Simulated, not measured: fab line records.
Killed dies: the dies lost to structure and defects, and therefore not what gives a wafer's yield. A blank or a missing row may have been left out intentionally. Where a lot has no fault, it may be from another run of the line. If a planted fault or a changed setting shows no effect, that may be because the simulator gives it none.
Matching of chambers	flow nand harc	NHARC_P_BONDPAD_ACTIVATE_29 on rie diel-09: 4 sister chambers
The step chemistry N2, time 60 s. 14 wafers are shown with their chamber, then 7 later ones without.

WAFERS, EACH WITH ITS CHAMBER
wafer	chamber	drypump motor current A (A)	rf vpp V (V)	oes product au (a.u.)
L110.2	2	6.3	65.4	0.997
L110.3	3	5.2	63.2	0.990
L110.5	2	6.3	63.0	0.984
L114.1	1	5.4	62.9	0.996
L114.2	3	5.2	64.3	1.001
L114.3	2	6.3	64.6	0.995
L116.2	2	6.3	61.9	0.998
L116.4	0	5.0	62.6	0.995
L116.6	0	5.0	63.3	0.997
L119.1	2	6.3	64.7	1.001
L119.2	1	5.5	64.0	0.999
L119.6	1	5.5	64.7	1.006
L126.1	1	5.4	62.7	0.992
L126.3	3	5.2	63.9	0.992

SIGNATURES (means of the wafers above)
reading	chamber 0	chamber 1	chamber 2	chamber 3	scatter within a chamber
drypump motor current A	5.000	5.450	6.300	5.200	0.0316
rf vpp V	62.950	63.575	63.920	63.800	1.08
oes product au	0.99600	0.99825	0.99500	0.99433	0.00588
Rule: a wafer lies at a distance from a chamber equal to the root of the sum of squares, over the readings, of (its reading less the chamber's mean, divided by the reading's scatter). The wafer belongs to the nearest chamber; if the next one is less than 2 further off, it can't be placed. The scatter: take each reading less its chamber's mean, square it, sum over the shown wafers, divide by the number of wafers less the number of chambers, and take the root.

WAFERS WITHOUT THEIR CHAMBER
wafer	drypump motor current A (A)	rf vpp V (V)	oes product au (a.u.)
L126.5	4.9	62.6	0.991
L128.3	4.9	63.2	0.998
L128.5	5.2	61.6	0.984
L128.6	6.3	63.8	0.984
L129.1	5.2	64.2	0.997
L129.2	6.3	64.6	0.981
L129.6	4.9	62.6	0.995

THE CHAMBER EACH PASSED THROUGH
wafer	from the rows above	in truth
L126.5	0	0
L128.3	0	0
L128.5	3	3
L128.6	2	2
L129.1	3	3
L129.2	2	2
L129.6	0	0
Correctly placed: 7 of 7. Number that these rows cannot place: 0. Number placed wrongly: 0.
